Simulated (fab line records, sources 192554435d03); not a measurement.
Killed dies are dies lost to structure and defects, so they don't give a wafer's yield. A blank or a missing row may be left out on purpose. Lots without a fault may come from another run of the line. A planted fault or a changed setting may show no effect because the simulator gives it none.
fab line records | flow n5_finfet
record lots=5 wafers=15 last_day=16
route steps=1938 shown FIN_SAQP@98
lots that met no fault: from a run of the same line without faults
start_h: hours from the record's first day to the start of the lot's first wafer shown | wait_h: hours since the lot's step before | " the same as in the row above | L1.1+2: a row that stands for several wafers | - no value, or no start given | * or withheld: withheld | < > ~ a bound
route shown NAME@n: a module of which the file shows steps, and the number in the route of the first | usual: mean/standard deviation of fault-free wafers | same: alike in all rows | chamber/n: place in a boat | sites: the reading at each site | _std_site: their standard deviation | _edge_site: outer sites' mean less inner sites' | radius_mm: how far each site lies from the wafer's centre | mask NAME#n: copy n | behind: the tool/chamber that last shaped the wafer | hold: why the lot was held/for how many hours/how that ended | device: the transistor (n, p or np) that didn't switch | end of line: the same wafers' tests at the end of the route | a step without rows: its recipe alone | killed: dies lost to structure and defects at the first sort, not the wafer's yield | map: a wafer's dies, x killed, . not, _ none there
set.NAME: the setting as run; set.NAME@STEP: as run at that earlier step | model.NAME: the simulator's own value behind a step, which no gauge read
lots at some steps of the route; a table a step, a row a wafer
services: from which hour (start_h, from the record's first day; less than 0 if before it) a tool's chamber was out of use, for how many hours, and why
## steps
# step N5_FIN_SAQP_PECVD_47
# recipe material=a-Si target_thk_a=450 temp_c=400 precursor=SiH4/He pressure_torr=3 rf_w=100 time_s=36.3
# usual heater_power_w=899/110 showerhead_plenum_p_Torr=5.70/0.041 throttle_valve_pct=18.0/0.77
# columns lot.wafer tool chamber start_h wait_h heater_power_w showerhead_plenum_p_Torr since_wet_clean_h throttle_valve_pct
L076.2 pecvd-04 1 32.93 0.0 962 5.65 1462 19.3
L076.5 " 1 " " 1008 5.65 - 19.3
L076.6 " 0 " " 897 5.68 - 17.4
L082.3 pecvd-04 0 70.56 0.0 965 5.68 774 17.4
L082.4 " 1 " " 958 5.66 - 18.8
L082.5 " 2 " " 988 5.73 - 16.7
L087.1 pecvd-04 0 101.27 0.0 1051 5.68 805 17.4
L087.3 " 1 " " 945 5.65 1530 19.2
L087.5 " 0 " " 1012 5.67 - 17.2
L091.1 pecvd-02 2 122.87 0.0 715 5.68 435 17.6
L091.5 " 0 " " 914 5.78 - 17.8
L091.6 " 1 " " 787 5.70 - 18.7
L093.1 pecvd-01 1 134.91 0.0 943 5.69 1383 18.7
L093.3 " 2 " " 1028 5.74 2108 17.8
L093.5 " 2 " " 1039 5.74 - 17.8
# step N5_FIN_SAQP_PECVD_48
# recipe material=SiNx target_thk_a=250 temp_c=400 precursor=SiH4/NH3/N2 pressure_torr=1.5 rf_w=300 time_s=22.1
# usual heater_power_w=834/110 showerhead_plenum_p_Torr=5.18/0.055 throttle_valve_pct=39.5/1.7
# columns lot.wafer tool chamber start_h wait_h heater_power_w showerhead_plenum_p_Torr since_wet_clean_h throttle_valve_pct
L076.2 pecvd-04 1 32.99 0.0 966 5.13 1462 41.7
L076.5 " 1 " " 967 5.13 - 42.6
L076.6 " 0 " " 863 5.15 - 38.2
L082.3 pecvd-04 0 70.60 0.0 921 5.15 774 38.2
L082.4 " 1 " " 889 5.11 - 42.5
L082.5 " 2 " " 936 5.21 - 36.6
L087.1 pecvd-04 0 101.31 0.0 851 5.15 805 38.1
L087.3 " 1 " " 871 5.12 1530 42.3
L087.5 " 0 " " 848 5.15 - 38.0
L091.1 pecvd-02 2 122.91 0.0 663 5.16 435 38.3
L091.5 " 0 " " 854 5.29 - 39.0
L091.6 " 1 " " 691 5.18 - 40.7
L093.1 pecvd-01 1 134.95 0.0 810 5.18 1383 41.1
L093.3 " 2 " " 873 5.26 2108 39.1
L093.5 " 2 " " 872 5.25 - 39.0
# step N5_FIN_SAQP_PECVD_06
# recipe material=a-Si target_thk_a=600 temp_c=400 precursor=SiH4/He pressure_torr=3 rf_w=100 time_s=48.1
# usual heater_power_w=899/110 showerhead_plenum_p_Torr=5.69/0.04 throttle_valve_pct=18.0/0.79
# columns lot.wafer tool chamber start_h wait_h heater_power_w showerhead_plenum_p_Torr since_wet_clean_h throttle_valve_pct
L076.2 pecvd-04 1 33.05 0.0 1028 5.65 1462 19.3
L076.5 " 1 " " 1039 5.64 - 19.4
L076.6 " 0 " " 898 5.68 - 17.6
L082.3 pecvd-04 0 70.64 0.0 1004 5.65 775 17.3
L082.4 " 1 " " 1037 5.65 - 19.1
L082.5 " 2 " " 869 5.73 - 16.8
L087.1 pecvd-04 0 101.35 0.0 1042 5.68 805 17.3
L087.3 " 1 " " 904 5.66 1530 19.3
L087.5 " 0 " " 1045 5.68 - 17.2
L091.1 pecvd-02 2 122.95 0.0 627 5.67 435 17.4
L091.5 " 0 " " 815 5.76 - 17.6
L091.6 " 1 " " 813 5.68 - 18.4
L093.1 pecvd-01 1 134.99 0.0 913 5.68 1383 18.9
L093.3 " 2 " " 970 5.76 2108 17.9
L093.5 " 2 " " 968 5.75 - 17.6
# step N5_FIN_SAQP_THK_MEAS_07
# usual thk_nm=60.3/0.75
# columns lot.wafer tool chamber start_h wait_h thk_nm
L076.2 film_metro-02 - 33.17 0.1 60.1
L076.5 " - " " 60.6
L076.6 " - " " 60.9
L082.3 film_metro-02 - 70.73 0.1 59.7
L082.4 " - " " 60.6
L082.5 " - " " 60.8
L087.1 film_metro-01 - 101.44 0.1 60.1
L087.3 " - " " 60.4
L087.5 " - " " 61.0
L091.1 film_metro-02 - 123.04 0.1 60.1
L091.5 " - " " 61.6
L091.6 " - " " 61.0
L093.1 film_metro-02 - 135.08 0.1 60.0
L093.3 " - " " 60.2
L093.5 " - " " 61.2
# step N5_FIN_SAQP_HM_DEP_72
# recipe material=SiO2 target_thk_a=120 temp_c=400 precursor=SiH4/N2O pressure_torr=0.75 rf_w=275 time_s=7.2
# usual heater_power_w=801/120 showerhead_plenum_p_Torr=8.25/0.12
# columns lot.wafer tool chamber start_h wait_h heater_power_w showerhead_plenum_p_Torr since_wet_clean_h
L076.2 pecvd-01 0 33.21 0.0 748 8.10 556
L076.5 " 2 " " 830 8.37 -
L076.6 " 0 " " 764 8.09 -
L082.3 pecvd-02 1 70.77 0.0 745 8.19 1862
L082.4 " 0 " " 885 8.46 -
L082.5 " 1 " " 737 8.18 -
L087.1 pecvd-04 2 101.48 0.0 903 8.29 51
L087.3 " 0 " " 1001 8.16 805
L087.5 " 1 " " 821 8.11 -
L091.1 pecvd-01 2 123.07 0.0 937 8.37 2096
L091.5 " 2 " " 917 8.38 -
L091.6 " 1 " " 818 8.22 -
L093.1 pecvd-02 0 135.11 0.0 856 8.46 1201
L093.3 " 2 " " 576 8.20 447
L093.5 " 2 " " 580 8.18 -
# step N5_FIN_SAQP_COAT_49
# recipe resist=SOC temp_c=250 time_s=60 spin_rpm=1500 resist_thk_nm=100
# usual plate_temp_C=250.00/0.18
# columns lot.wafer tool chamber start_h wait_h plate_temp_C
L076.2 litho_track-02 0 33.31 0.1 249.92
L076.5 " 0 " " 250.12
L076.6 " 0 " " 249.93
L082.3 litho_track-05 0 70.84 0.1 250.06
L082.4 " 0 " " 250.05
L082.5 " 0 " " 250.24
L087.1 litho_track-05 0 101.55 0.1 250.15
L087.3 " 0 " " 250.06
L087.5 " 0 " " 249.99
L091.1 litho_track-05 0 123.17 0.1 249.90
L091.5 " 0 " " 249.85
L091.6 " 0 " " 250.02
L093.1 litho_track-02 0 135.19 0.1 249.90
L093.3 " 0 " " 250.01
L093.5 " 0 " " 249.82
# step N5_FIN_SAQP_COAT_50
# recipe resist=SiARC temp_c=220 time_s=60 spin_rpm=1500 resist_thk_nm=35
# usual plate_temp_C=219.95/0.17
# columns lot.wafer tool chamber start_h wait_h plate_temp_C
L076.2 litho_track-02 0 - - 219.87
L076.5 " 0 " " 220.09
L076.6 " 0 " " 219.88
L082.3 litho_track-05 0 - - 220.20
L082.4 " 0 " " 220.14
L082.5 " 0 " " 220.07
L087.1 litho_track-05 0 - - 220.23
L087.3 " 0 " " 220.11
L087.5 " 0 " " 220.08
L091.1 litho_track-05 0 - - 219.66
L091.5 " 0 " " 219.92
L091.6 " 0 " " 219.61
L093.1 litho_track-02 0 - - 219.86
L093.3 " 0 " " 219.95
L093.5 " 0 " " 219.98
# step N5_FIN_SAQP_COAT_10
# recipe resist=CAR-ArF spin_rpm=1500 resist_thk_nm=90
# columns lot.wafer tool chamber start_h wait_h
L076.2+5+6 litho_track-02 0 - -
L082.3+4+5 litho_track-05 0 - -
L087.1+3+5 litho_track-05 0 - -
L091.1+5+6 litho_track-05 0 - -
L093.1+3+5 litho_track-02 0 - -
# step N5_FIN_SAQP_EBR_12
# recipe solvent=PGMEA ebr_width_mm=1.5
# same ebr_width_mm=1.5
# columns lot.wafer tool chamber start_h wait_h
L076.2+5+6 litho_track-02 0 - -
L082.3+4+5 litho_track-05 0 - -
L087.1+3+5 litho_track-05 0 - -
L091.1+5+6 litho_track-05 0 - -
L093.1+3+5 litho_track-02 0 - -
# step N5_FIN_SAQP_SOFTBAKE_11
# recipe temp_c=110 time_s=60 resist=CAR-ArF
# usual plate_temp_C=109.98/0.14
# columns lot.wafer tool chamber start_h wait_h plate_temp_C
L076.2 litho_track-02 0 - - 110.16
L076.5 " 0 " " 109.85
L076.6 " 0 " " 109.96
L082.3 litho_track-05 0 - - 109.84
L082.4 " 0 " " 109.91
L082.5 " 0 " " 109.83
L087.1 litho_track-05 0 - - 110.00
L087.3 " 0 " " 109.85
L087.5 " 0 " " 110.05
L091.1 litho_track-05 0 - - 110.02
L091.5 " 0 " " 110.04
L091.6 " 0 " " 110.11
L093.1 litho_track-02 0 - - 110.16
L093.3 " 0 " " 110.22
L093.5 " 0 " " 110.00
# step N5_FIN_SAQP_EXPOSE_13
# recipe mask_id=FIN_CORE na=1.35 source_shape=dipole sigma_inner=0.538 sigma_outer=0.738 polarization=te target_cd_nm=35.6 dose_mj=63.25
# usual reticle_temp_C=22.98/0.1
# same sigma_inner=0.538 sigma_outer=0.738
# columns lot.wafer tool chamber start_h wait_h mask reticle_temp_C
L076.2 arfi_scanner-03 0 33.56 - FIN_CORE#0 23.14
L076.5 " 0 " " FIN_CORE#0 23.02
L076.6 " 0 " " FIN_CORE#0 23.12
L082.3 arfi_scanner-01 0 71.10 - FIN_CORE#0 22.98
L082.4 " 0 " " FIN_CORE#0 23.02
L082.5 " 0 " " FIN_CORE#0 22.97
L087.1 arfi_scanner-01 0 101.80 - FIN_CORE#0 23.12
L087.3 " 0 " " FIN_CORE#0 23.01
L087.5 " 0 " " FIN_CORE#0 22.90
L091.1 arfi_scanner-03 0 123.42 - FIN_CORE#0 23.03
L091.5 " 0 " " FIN_CORE#0 23.15
L091.6 " 0 " " FIN_CORE#0 22.98
L093.1 arfi_scanner-02 0 135.31 - FIN_CORE#0 23.04
L093.3 " 0 " " FIN_CORE#0 22.92
L093.5 " 0 " " FIN_CORE#0 23.14
# step N5_FIN_SAQP_PEB_14
# recipe peb_temp_c=withheld peb_time_s=60 resist=CAR-ArF
# columns lot.wafer tool chamber start_h wait_h
L076.2+5+6 litho_track-02 0 33.61 0.0
L082.3+4+5 litho_track-02 0 71.15 0.0
L087.1+3+5 litho_track-01 0 101.86 0.1
L091.1+5+6 litho_track-01 0 123.48 0.1
L093.1+3+5 litho_track-02 0 135.37 0.1
# step N5_FIN_SAQP_DEVELOP_15
# recipe develop_time_s=30 developer=TMAH resist=CAR-ArF dev_temp_c=23 rinse_liquid=diw dry=air_spin
# columns lot.wafer tool chamber start_h wait_h
L076.2+5+6 litho_track-02 0 - -
L082.3+4+5 litho_track-02 0 - -
L087.1+3+5 litho_track-01 0 - -
L091.1+5+6 litho_track-01 0 - -
L093.1+3+5 litho_track-02 0 - -
# step N5_FIN_SAQP_CD_MEAS_16
# recipe target_cd_nm=35.6 landing_energy_ev=500 detector=se_inlens
# usual cd_nm=35.4/0.34
# columns lot.wafer tool chamber start_h wait_h cd_nm
L076.2 cd_sem-03 0 33.68 - 35.2
L076.5 " 0 " " 35.3
L076.6 " 0 " " 35.0
L082.3 cd_sem-03 0 71.22 - 34.5
L082.4 " 0 " " 34.8
L082.5 " 0 " " 35.2
L087.1 cd_sem-02 0 101.93 - 35.1
L087.3 " 0 " " 35.2
L087.5 " 0 " " 35.3
L091.1 cd_sem-02 0 123.54 - 35.1
L091.5 " 0 " " 36.1
L091.6 " 0 " " 35.6
L093.1 cd_sem-03 0 135.43 - 35.6
L093.3 " 0 " " 34.9
L093.5 " 0 " " 35.3
# step N5_FIN_SAQP_OVL_MEAS_17
# recipe points_per_wafer=44
# usual FIN_CORE_OVL=-0.4/0.83
# columns lot.wafer tool chamber start_h wait_h FIN_CORE_OVL[nm]
L076.2 overlay-01 0 33.72 0.0 0.6
L076.5 " 0 " " 0.5
L076.6 " 0 " " -0.9
L082.3 overlay-01 0 71.25 0.0 1.2
L082.4 " 0 " " -0.1
L082.5 " 0 " " 1.2
L087.1 overlay-02 0 101.97 0.0 -0.7
L087.3 " 0 " " -0.5
L087.5 " 0 " " -1.6
L091.1 overlay-01 0 123.58 0.0 0.6
L091.5 " 0 " " -0.2
L091.6 " 0 " " 1.4
L093.1 overlay-01 0 135.47 0.0 -0.1
L093.3 " 0 " " -0.2
L093.5 " 0 " " -2.8
# step N5_FIN_SAQP_INSPECT_18
# recipe mode=adi inspect_instrument=brightfield
# usual raw_defect_count=421/110
# columns lot.wafer tool chamber start_h wait_h raw_defect_count
L076.2 defect_inspect-01 - 33.74 0.0 308
L076.5 " - " " 389
L076.6 " - " " 292
L082.3 defect_inspect-02 - 71.28 0.0 405
L082.4 " - " " 361
L082.5 " - " " 379
L087.1 defect_inspect-01 - 101.99 0.0 397
L087.3 " - " " 433
L087.5 " - " " 464
L091.1 defect_inspect-01 - 123.61 0.0 369
L091.5 " - " " 293
L091.6 " - " " 358
L093.1 defect_inspect-02 - 135.50 0.0 426
L093.3 " - " " 262
L093.5 " - " " 299
# step N5_FIN_SAQP_DESCUM_21
# recipe chemistry=O2 time_s=7.9 source_power_w=50 bias_power_w=20 pressure_mtorr=20 rf_frequency_hz=2.712e+07 temp_c=40 resist=CAR-ArF o2_flow_sccm=225
# usual drypump_motor_current_A=5.6/0.44 oes_product_au=0.78/0.064 rf_vpp_V=243.8/1.2 showerhead_plenum_p_Torr=2.14/0.057 throttle_valve_pct=20.37/0.21
# columns lot.wafer tool chamber start_h wait_h drypump_motor_current_A oes_product_au rf_hours_counter_h rf_vpp_V showerhead_plenum_p_Torr throttle_valve_pct
L076.2 rie_diel-04 2 33.78 0.0 6.1 0.74 186 241.7 2.09 20.29
L076.5 " 0 " " 6.1 0.79 - 244.0 2.12 20.69
L076.6 " 3 " " 5.9 0.76 - 244.4 2.19 20.38
L082.3 rie_diel-04 1 71.31 0.0 6.0 0.94 6 244.5 2.14 20.52
L082.4 " 2 " " 6.1 0.72 200 244.2 2.09 20.33
L082.5 " 1 " " 6.0 0.94 - 242.6 2.14 20.49
L087.1 rie_diel-03 0 102.02 0.0 5.3 0.83 79 244.3 2.22 20.17
L087.3 " 2 " " 5.2 0.78 141 243.6 2.09 20.20
L087.5 " 1 " " 5.4 0.78 - 243.1 2.10 20.13
L091.1 rie_diel-03 2 123.64 0.0 5.2 0.79 148 242.8 2.09 20.20
L091.5 " 2 " " 5.2 0.78 - 245.1 2.09 20.21
L091.6 " 3 " " 5.9 0.68 - 244.8 2.18 20.54
L093.1 rie_diel-03 3 135.60 0.1 6.0 0.68 236 244.3 2.17 20.56
L093.3 " 0 " " 5.3 0.82 90 244.5 2.21 20.19
L093.5 " 3 " " 5.9 0.68 - 244.7 2.18 20.55
# step N5_FIN_SAQP_ETCH_51
# recipe chemistry=CF4 target=SiARC target_depth_a=455 mask_material=CAR-ArF time_s=75.8 ion_energy_ev=80 pressure_mtorr=40 source_w=545 bias_w=36 Ar_flow_sccm=100 cf4_flow_sccm=100 ends=cleared
# usual drypump_motor_current_A=5.6/0.44 etch_rf_on_time_s=75.3/1.3 oes_product_au=0.67/0.054 rf_vpp_V=184.5/1 showerhead_plenum_p_Torr=2.17/0.057 throttle_valve_pct=15.53/0.16
# columns lot.wafer tool chamber start_h wait_h drypump_motor_current_A etch_rf_on_time_s oes_product_au rf_hours_counter_h rf_vpp_V showerhead_plenum_p_Torr throttle_valve_pct
L076.2 rie_diel-04 2 33.81 0.0 6.1 75.7 0.63 186 184.2 2.13 15.48
L076.5 " 0 " " 6.0 76.3 0.69 - 183.3 2.15 15.74
L076.6 " 3 " " 5.9 75.9 0.65 - 185.1 2.22 15.50
L082.3 rie_diel-04 1 71.34 0.0 6.0 75.1 0.80 6 184.5 2.18 15.55
L082.4 " 2 " " 6.0 75.4 0.62 200 184.4 2.12 15.51
L082.5 " 1 " " 6.0 74.8 0.79 - 184.4 2.18 15.57
L087.1 rie_diel-03 0 102.06 0.0 5.3 75.4 0.71 79 185.5 2.24 15.29
L087.3 " 2 " " 5.2 74.3 0.68 141 184.2 2.15 15.45
L087.5 " 1 " " 5.4 77.9 0.66 - 183.5 2.15 15.35
L091.1 rie_diel-03 2 123.68 0.0 5.2 74.4 0.68 148 186.0 2.15 15.47
L091.5 " 2 " " 5.2 74.1 0.68 - 183.4 2.15 15.47
L091.6 " 3 " " 5.9 74.8 0.58 - 185.8 2.21 15.73
L093.1 rie_diel-03 3 135.64 0.0 5.9 75.9 0.58 236 184.6 2.21 15.73
L093.3 " 0 " " 5.3 75.9 0.70 90 185.1 2.24 15.33
L093.5 " 3 " " 5.9 76.9 0.58 - 184.6 2.21 15.72
# step N5_FIN_SAQP_ETCH_52
# recipe chemistry=N2/H2 target=SOC target_depth_a=1000 overetch_a=200 mask_material=SiARC temp_c=40 time_s=150 ion_energy_ev=200 pressure_mtorr=30 source_w=840 bias_w=150 n2_flow_sccm=200 h2_flow_sccm=200 ends=end_point
# usual drypump_motor_current_A=5.6/0.44 n2_flow_sccm=200.0/0.56 oes_product_au=0.70/0.055 rf_vpp_V=525.0/2 showerhead_plenum_p_Torr=2.58/0.068 throttle_valve_pct=17.70/0.2
# columns lot.wafer tool chamber start_h wait_h drypump_motor_current_A n2_flow_sccm oes_product_au rf_hours_counter_h rf_vpp_V showerhead_plenum_p_Torr throttle_valve_pct
L076.2 rie_diel-04 2 33.87 0.0 6.1 200.7 0.66 186 524.6 2.53 17.55
L076.5 " 0 " " 6.1 199.9 0.71 - 522.9 2.55 17.95
L076.6 " 3 " " 6.0 201.5 0.69 - 525.8 2.63 17.67
L082.3 rie_diel-04 1 71.40 0.0 6.0 200.4 0.83 6 523.8 2.61 17.83
L082.4 " 2 " " 6.1 200.3 0.64 200 523.2 2.52 17.58
L082.5 " 1 " " 6.0 199.6 0.82 - 527.4 2.61 17.83
L087.1 rie_diel-03 0 102.11 0.0 5.3 200.8 0.74 79 527.8 2.67 17.41
L087.3 " 2 " " 5.2 199.8 0.71 141 523.3 2.53 17.52
L087.5 " 1 " " 5.4 199.2 0.70 - 523.9 2.57 17.60
L091.1 rie_diel-03 2 123.73 0.0 5.2 200.0 0.70 148 523.5 2.53 17.54
L091.5 " 2 " " 5.2 199.7 0.70 - 525.0 2.53 17.53
L091.6 " 3 " " 5.9 200.7 0.61 - 526.8 2.62 17.85
L093.1 rie_diel-03 3 135.69 0.0 5.9 201.2 0.61 236 525.9 2.62 17.87
L093.3 " 0 " " 5.3 199.5 0.74 90 527.7 2.67 17.45
L093.5 " 3 " " 5.9 200.9 0.61 - 524.2 2.62 17.87
# step N5_FIN_SAQP_STRIP_53
# recipe chemistry=N2/H2 temp_c=40 n2_flow_sccm=200 h2_flow_sccm=200 rf_frequency_hz=6e+07
# columns lot.wafer tool chamber start_h wait_h
L076.2+5+6 rie_diel-04 2,0,3 33.96 0.0
L082.3+4+5 rie_diel-04 1,2,1 71.50 0.0
L087.1+3+5 rie_diel-03 0,2,1 102.21 0.0
L091.1+5+6 rie_diel-03 2,2,3 123.83 0.0
L093.1+3+5 rie_diel-03 3,0,3 135.79 0.0
# step N5_FIN_SAQP_HM_OPEN_73
# recipe chemistry=CHF3/O2 target=SiO2 stop_on=a-Si target_depth_a=120 over_etch_frac=1.8 mask_material=SOC time_s=16.8 pressure_mtorr=30 source_w=650 bias_w=170 Ar_flow_sccm=200 CHF3_flow_sccm=50 O2_flow_sccm=5 ion_energy_ev=200 ends=end_point
# usual drypump_motor_current_A=5.6/0.44 oes_product_au=0.47/0.036 rf_vpp_V=523/9.3 showerhead_plenum_p_Torr=2.45/0.067 throttle_valve_pct=18.74/0.18
# columns lot.wafer tool chamber start_h wait_h drypump_motor_current_A oes_product_au rf_hours_counter_h rf_vpp_V showerhead_plenum_p_Torr throttle_valve_pct
L076.2 rie_diel-04 2 33.97 0.0 6.1 0.44 186 534 2.40 18.66
L076.5 " 0 " " 6.1 0.48 - 519 2.42 18.99
L076.6 " 3 " " 5.9 0.45 - 526 2.51 18.75
L082.3 rie_diel-04 1 71.51 0.0 6.0 0.55 6 532 2.48 18.95
L082.4 " 2 " " 6.1 0.43 200 536 2.39 18.67
L082.5 " 1 " " 6.0 0.55 - 533 2.48 18.94
L087.1 rie_diel-03 0 102.22 0.0 5.3 0.50 79 517 2.54 18.53
L087.3 " 2 " " 5.2 0.46 141 521 2.41 18.60
L087.5 " 1 " " 5.4 0.47 - 531 2.41 18.50
L091.1 rie_diel-03 2 123.84 0.0 5.2 0.47 148 521 2.41 18.62
L091.5 " 2 " " 5.2 0.47 - 520 2.41 18.63
L091.6 " 3 " " 6.0 0.41 - 507 2.48 18.82
L093.1 rie_diel-03 3 135.80 0.0 5.9 0.41 236 505 2.48 18.83
L093.3 " 0 " " 5.3 0.49 90 516 2.53 18.54
L093.5 " 3 " " 5.9 0.41 - 505 2.48 18.82
# step N5_FIN_SAQP_STRIP_74
# recipe chemistry=CHF3/O2 resist=SiARC rf_frequency_hz=6e+07
# columns lot.wafer tool chamber start_h wait_h
L076.2+5+6 rie_diel-04 2,0,3 34.03 0.0
L082.3+4+5 rie_diel-04 1,2,1 71.56 0.0
L087.1+3+5 rie_diel-03 0,2,1 102.28 0.0
L091.1+5+6 rie_diel-03 2,2,3 123.89 0.0
L093.1+3+5 rie_diel-03 3,0,3 135.86 0.0
# step N5_FIN_SAQP_MANDREL_ETCH_22
# recipe target_depth_a=600 chemistry=HBr/Cl2 target=a-Si stop_on=SiNx bt_time_s=10 over_etch_frac=0.5 time_s=30 pressure_mtorr=10 icp_w=800 bias_w=75 HBr_flow_sccm=150 Cl2_flow_sccm=80 ends=end_point
# usual drypump_motor_current_A=5.9/0.6 oes_product_au=0.775/0.01 throttle_valve_pct=35.32/0.28
# columns lot.wafer tool chamber start_h wait_h drypump_motor_current_A oes_product_au rf_hours_counter_h throttle_valve_pct
L076.2 rie_si-01 3 34.06 0.0 6.3 0.771 41 35.38
L076.5 " 1 " " 5.8 0.761 - 35.08
L076.6 " 2 " " 5.4 0.789 - 35.32
L082.3 rie_si-03 1 71.59 0.0 5.7 0.767 13 35.16
L082.4 " 3 " " 5.3 0.796 6 35.41
L082.5 " 1 " " 5.7 0.773 - 35.14
L087.1 rie_si-02 3 102.31 0.0 6.0 0.774 89 35.37
L087.3 " 1 " " 6.8 0.770 54 35.74
L087.5 " 3 " " 5.9 0.780 - 35.36
L091.1 rie_si-02 1 123.93 0.0 6.8 0.776 54 35.75
L091.5 " 2 " " 6.7 0.774 - 34.92
L091.6 " 1 " " 6.8 0.781 - 35.72
L093.1 rie_si-01 1 135.89 0.0 5.8 0.770 52 35.08
L093.3 " 0 " " 6.2 0.776 40 35.58
L093.5 " 3 " " 6.3 0.776 - 35.39
# step N5_FIN_SAQP_STRIP_55
# recipe chemistry=N2/H2 power_w=500 temp_c=40 pressure_mtorr=50 rf_frequency_hz=6e+07 overash_fraction=0.3 bias_power_w=28 h2_frac=0.5 n2_flow_sccm=300 h2_flow_sccm=300
# usual drypump_motor_current_A=5.7/0.47 n2_flow_sccm=300.2/0.86 oes_product_au=0.76/0.064 rf_vpp_V=122.0/1.5 showerhead_plenum_p_Torr=3.40/0.09 throttle_valve_pct=18.76/0.28
# columns lot.wafer tool chamber start_h wait_h drypump_motor_current_A n2_flow_sccm oes_product_au rf_hours_counter_h rf_vpp_V showerhead_plenum_p_Torr throttle_valve_pct
L076.2 rie_diel-01 0 34.26 0.2 5.9 300.6 0.82 110 125.1 3.37 18.71
L076.5 " 0 " " 5.9 300.4 0.82 - 120.8 3.37 18.70
L076.6 " 1 " " 5.1 300.9 0.73 - 120.8 3.49 18.76
L082.3 rie_diel-03 1 71.95 0.3 5.4 301.3 0.78 105 121.2 3.39 18.60
L082.4 " 2 " " 5.2 300.6 0.79 131 122.1 3.35 18.51
L082.5 " 3 " " 5.9 300.9 0.69 - 121.3 3.47 19.08
L087.1 rie_diel-01 1 102.40 0.1 5.1 301.3 0.71 208 123.3 3.48 18.79
L087.3 " 3 " " 6.1 300.3 0.90 15 122.7 3.56 18.38
L087.5 " 1 " " 5.1 299.9 0.71 - 126.5 3.48 18.83
L091.1 rie_diel-04 2 124.31 0.3 6.1 300.2 0.70 221 121.4 3.32 18.48
L091.5 " 0 " " 6.1 300.5 0.76 - 123.2 3.35 19.18
L091.6 " 3 " " 5.9 300.5 0.73 - 119.9 3.46 18.74
L093.1 rie_diel-03 0 136.00 0.1 5.3 300.5 0.82 90 123.0 3.51 18.34
L093.3 " 1 " " 5.4 299.4 0.78 125 121.7 3.38 18.62
L093.5 " 0 " " 5.4 300.7 0.82 - 123.3 3.52 18.29
# step N5_FIN_SAQP_STRIP_23
# recipe chemistry=SPM time_s=750 temp_c=130 h2so4_h2o2_vol_ratio=4
# usual bath_heat_duty_pct=15.2/1.5
# columns lot.wafer tool chamber start_h wait_h bath_heat_duty_pct
L076.2 wet_bench-03 7 34.33 - 14.6
L076.5 " 4 " " 14.9
L076.6 " 3 " " 19.0
L082.3 wet_bench-06 0 72.02 - 16.3
L082.4 " 7 " " 16.1
L082.5 " 2 " " 14.4
L087.1 wet_bench-05 7 102.47 - 14.3
L087.3 " 6 " " 15.4
L087.5 " 3 " " 16.3
L091.1 wet_bench-05 7 124.38 - 14.0
L091.5 " 3 " " 15.0
L091.6 " 5 " " 13.6
L093.1 wet_bench-05 0 136.06 - 15.1
L093.3 " 4 " " 13.9
L093.5 " 5 " " 13.2
# step N5_FIN_SAQP_SRD_66
# recipe dry=ipa_marangoni time_s=30 temp_c=23 rinse_liquid=diw
# usual bath_heat_duty_pct=3.8/0.58
# columns lot.wafer tool chamber start_h wait_h bath_heat_duty_pct
L076.2 wet_bench-03 7 34.54 0.0 3.4
L076.5 " 4 " " 3.6
L076.6 " 3 " " 3.8
L082.3 wet_bench-06 0 72.23 0.0 3.8
L082.4 " 7 " " 3.4
L082.5 " 2 " " 3.9
L087.1 wet_bench-05 7 102.68 0.0 3.8
L087.3 " 6 " " 3.1
L087.5 " 3 " " 3.7
L091.1 wet_bench-05 7 124.59 0.0 3.6
L091.5 " 3 " " 3.6
L091.6 " 5 " " 3.0
L093.1 wet_bench-05 0 136.27 0.0 3.7
L093.3 " 4 " " 3.2
L093.5 " 5 " " 2.8
# step N5_FIN_SAQP_RECESS_75
# recipe chemistry=HF/NH3 target=SiO2 target_depth_a=144 afs_cycles=3 temp_c=30 sublimation_temp_c=180 sublimation_time_s=60
# usual drypump_motor_current_A=5.5/0.41
# columns lot.wafer tool chamber start_h wait_h drypump_motor_current_A
L076.2 vapor_etch-02 1 34.58 0.0 5.8
L076.5 " 1 " " 5.8
L076.6 " 0 " " 5.0
L082.3 vapor_etch-01 1 72.39 0.1 5.9
L082.4 " 0 " " 5.1
L082.5 " 1 " " 5.9
L087.1 vapor_etch-02 0 102.73 0.0 5.0
L087.3 " 1 " " 5.8
L087.5 " 1 " " 5.8
L091.1 vapor_etch-01 0 124.94 0.3 5.1
L091.5 " 0 " " 5.1
L091.6 " 1 " " 5.9
L093.1 vapor_etch-01 1 136.32 0.0 5.9
L093.3 " 0 " " 5.1
L093.5 " 0 " " 5.1
# step N5_FIN_SAQP_SPACER1_ALD_24
# recipe material=SiO2 target_thk_a=203 temp_c=300 ald_precursor_family=BDEAS ald_co_reactant=O2-plasma pulse_time_s=1 purge_time_s=2 co_reactant_purge_time_s=2 ald_cycles=218 pressure_torr=2
# usual heater_power_w=464/43 precursor_pulse_height_rel=1.002/0.021
# columns lot.wafer tool chamber start_h wait_h heater_power_w precursor_pulse_height_rel since_wet_clean_h
L076.2 ald_sin-03 3 34.97 0.3 418 0.975 27
L076.5 " 1 " " 469 1.036 -
L076.6 " 3 " " 423 0.987 -
L082.3 ald_sin-04 0 72.66 0.1 406 1.010 354
L082.4 " 1 " " 473 0.970 354
L082.5 " 0 " " 405 0.956 -
L087.1 ald_sin-03 3 103.11 0.3 436 1.035 95
L087.3 " 1 " " 468 1.004 95
L087.5 " 0 " " 535 1.031 -
L091.1 ald_sin-01 2 125.32 0.3 402 1.042 223
L091.5 " 0 " " 498 1.008 -
L091.6 " 1 " " 444 1.029 -
L093.1 ald_sin-01 3 136.70 0.3 533 0.999 234
L093.3 " 0 " " 504 1.011 234
L093.5 " 1 " " 451 1.017 -
## services
# columns tool chamber start_h hours kind
pecvd-04 - 9.80 0.4 repair
rie_diel-01 - 10.29 2.8 pm
rie_diel-03 2 11.22 15.4 repair
arfi_scanner-03 - 14.21 0.8 pm
arfi_scanner-01 - 18.51 0.4 repair
arfi_scanner-03 - 19.51 0.3 repair
arfi_scanner-03 - 21.29 1.0 pm
ald_sin-03 0 27.55 14.9 repair
ald_sin-03 1 37.18 3.1 repair
arfi_scanner-01 - 45.43 1.3 pm
ald_sin-01 2 47.12 3.7 repair
rie_diel-01 0 51.63 3.6 repair
arfi_scanner-01 - 55.12 1.0 pm
rie_si-01 2 65.39 1.7 repair
arfi_scanner-01 - 69.87 0.8 pm
arfi_scanner-03 - 70.02 3.9 pm
rie_si-01 - 71.67 2.8 pm
ald_sin-03 0 72.19 9.3 repair
pecvd-01 - 83.17 6.0 pm
arfi_scanner-01 - 85.96 3.1 pm
pecvd-01 - 89.86 14.6 pm
pecvd-04 - 92.00 5.5 pm
rie_diel-01 0 112.49 8.4 repair
pecvd-04 - 125.98 2.8 pm
## key
fault none
